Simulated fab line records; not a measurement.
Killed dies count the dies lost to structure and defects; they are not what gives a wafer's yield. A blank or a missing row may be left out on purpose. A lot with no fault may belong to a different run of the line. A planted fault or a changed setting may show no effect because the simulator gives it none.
Split-lot study -- flow n5 finfet -- 39 wafers read across 7 lots, on a route 1938 steps long

## ON THE SPLIT
At N5_BEOL_M1_TRENCH_ETCH_37 (etches SiOC in C4F6/O2, target depth 55.207 nm, time 29 s), the setting target depth a was moved away from the recipe's 552.07 angstrom on 12 of the 39 wafers read, by -53.4% to +54.3%. All remaining wafers had this setting at the recipe value.

## FROM THE SPLIT TO THE READING: what the file shows between them, 2 steps
- N5_BEOL_M1_ETCH_41: etches SiCN in CH3F/O2, target depth 31.9 nm, time 57.8 s
- N5_BEOL_M1_STRIP_97: strips in N2/H2, time 10 s

## THE READING
trench depth nm, in nm, at N5_BEOL_M1_OCD_MEAS_38. Fault-free wafers of this fab line usually give 55.3 nm, standard deviation 0.95 nm.

wafer,"tool, chamber at the split","target depth a as run, angstrom",against the recipe,"trench depth nm, nm",against lot-mates on the recipe
L074.1,"rie diel-03, 2",257.5,-53.4%,25.9,-29.7
L074.2,"rie diel-03, 3",552.07,recipe,55.3,-
L074.3,"rie diel-03, 1",552.07,recipe,55.5,-
L074.4,"rie diel-03, 0",257.5,-53.4%,25.3,-30.3
L074.5,"rie diel-03, 3",257.5,-53.4%,25.6,-30.0
L074.6,"rie diel-03, 0",552.07,recipe,55.9,-
L075.1,"rie diel-03, 2",552.07,recipe,56.7,-
L075.2,"rie diel-03, 0",277.2,-49.8%,28.3,-27.6
L075.3,"rie diel-03, 1",277.2,-49.8%,27.9,-28.0
L075.4,"rie diel-03, 3",552.07,recipe,55.4,-
L075.5,"rie diel-03, 3",552.07,recipe,55.7,-
L075.6,"rie diel-03, 2",277.2,-49.8%,28.2,-27.7
L076.1,"rie diel-04, 0",779.1,+41.1%,77.7,+23.2
L076.2,"rie diel-04, 2",779.1,+41.1%,78.0,+23.5
L076.3,"rie diel-04, 1",552.07,recipe,54.3,-
L076.4,"rie diel-04, 3",779.1,+41.1%,76.9,+22.4
L076.5,"rie diel-04, 1",552.07,recipe,54.0,-
L076.6,"rie diel-04, 2",552.07,recipe,55.3,-
L078.1,"rie diel-05, 1",552.07,recipe,57.1,-
L078.2,"rie diel-05, 2",552.07,recipe,56.3,-
L078.3,"rie diel-05, 0",552.07,recipe,56.2,-
L078.4,"rie diel-05, 3",552.07,recipe,56.2,-
L078.5,"rie diel-05, 1",552.07,recipe,57.5,-
L078.6,"rie diel-05, 2",552.07,recipe,56.3,-
L086.3,"rie diel-04, 0",552.07,recipe,54.3,-
L086.5,"rie diel-04, 2",552.07,recipe,54.3,-
L086.6,"rie diel-04, 0",552.07,recipe,53.6,-
L092.1,"rie diel-04, 3",851.6,+54.3%,84.5,+30.3
L092.2,"rie diel-04, 2",552.07,recipe,54.5,-
L092.3,"rie diel-04, 0",851.6,+54.3%,85.0,+30.8
L092.4,"rie diel-04, 1",851.6,+54.3%,81.9,+27.7
L092.5,"rie diel-04, 2",552.07,recipe,55.0,-
L092.6,"rie diel-04, 1",552.07,recipe,53.2,-
L097.1,"rie diel-03, 0",552.07,recipe,54.7,-
L097.2,"rie diel-03, 2",552.07,recipe,56.9,-
L097.3,"rie diel-03, 1",552.07,recipe,53.5,-
L097.4,"rie diel-03, 3",552.07,recipe,55.1,-
L097.5,"rie diel-03, 0",552.07,recipe,54.4,-
L097.6,"rie diel-03, 1",552.07,recipe,53.8,-

THE FIT
A straight line over all 39 wafers: trench depth nm changes by +0.542 nm for each +1% of target depth a; r = +1.00; the points scatter about the line by 1.1 nm.
The same after taking each lot's own level away (the mean of its wafers on the recipe; 39 wafers): +0.555 nm for each +1%; r = +1.00; scatter 0.75 nm.
That fit puts the effect of the largest move of target depth a on the reading at 30 nm.
The lots' own levels span 54.07 to 56.60 nm, that is 2.7 times the standard deviation above.
Consequently the slope shifts little with the lot-to-lot level, the two slopes agreeing.
Check: for one of the wafers moved furthest among these (+54.3%), held out of the fit, the line's prediction against its lot-mates is +30 nm. It came out at +30.3 nm against them.

## OTHER SPLITS APPLIED TO THESE WAFERS
These wafers also went through other splits before the reading. Each is held against what the fit with the lots' levels taken away leaves over:
other split on the same wafers,wafers away from the commonest value,r with trench depth nm (lot level and that fit taken away)
N5_PMOS_HMC_CHANNEL_EPI_DEVELOP_08 develop time s,18,+0.04
N5_MOL_CONTACT_COAG_ALD_20 ald cycles,15,+0.15
N5_BEOL_M0_SAQP_ETCH_106 target depth a,9,-0.21

## THE WHOLE CHAIN: every reading that the file lists as answering this split, in the file's order
step,what it does,reading,change (the file's fit),r (the file's)
N5_BEOL_M1_TRENCH_ETCH_37,"etches SiOC in C4F6/O2, target depth 55.207 nm, time 29 s","BEOL_M1.feature depth nm (the simulator's own value, which no gauge read)",+0.553 nm for each +1% of the setting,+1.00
N5_BEOL_M1_TRENCH_ETCH_37,"etches SiOC in C4F6/O2, target depth 55.207 nm, time 29 s","etch.depth nm (the simulator's own value, which no gauge read)",+0.553 nm for each +1% of the setting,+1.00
N5_BEOL_M1_TRENCH_ETCH_37,"etches SiOC in C4F6/O2, target depth 55.207 nm, time 29 s","TiN_of_BEOL_M1_HM_DEP_02.thk nm (the simulator's own value, which no gauge read)",-0.024 nm for each +1% of the setting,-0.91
N5_BEOL_M1_OCD_MEAS_38,,trench depth nm,+0.555 nm for each +1% of the setting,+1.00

## FILE'S OWN FIT
trench depth nm changes by +0.555 nm for each +1% of target depth a, r = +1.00.
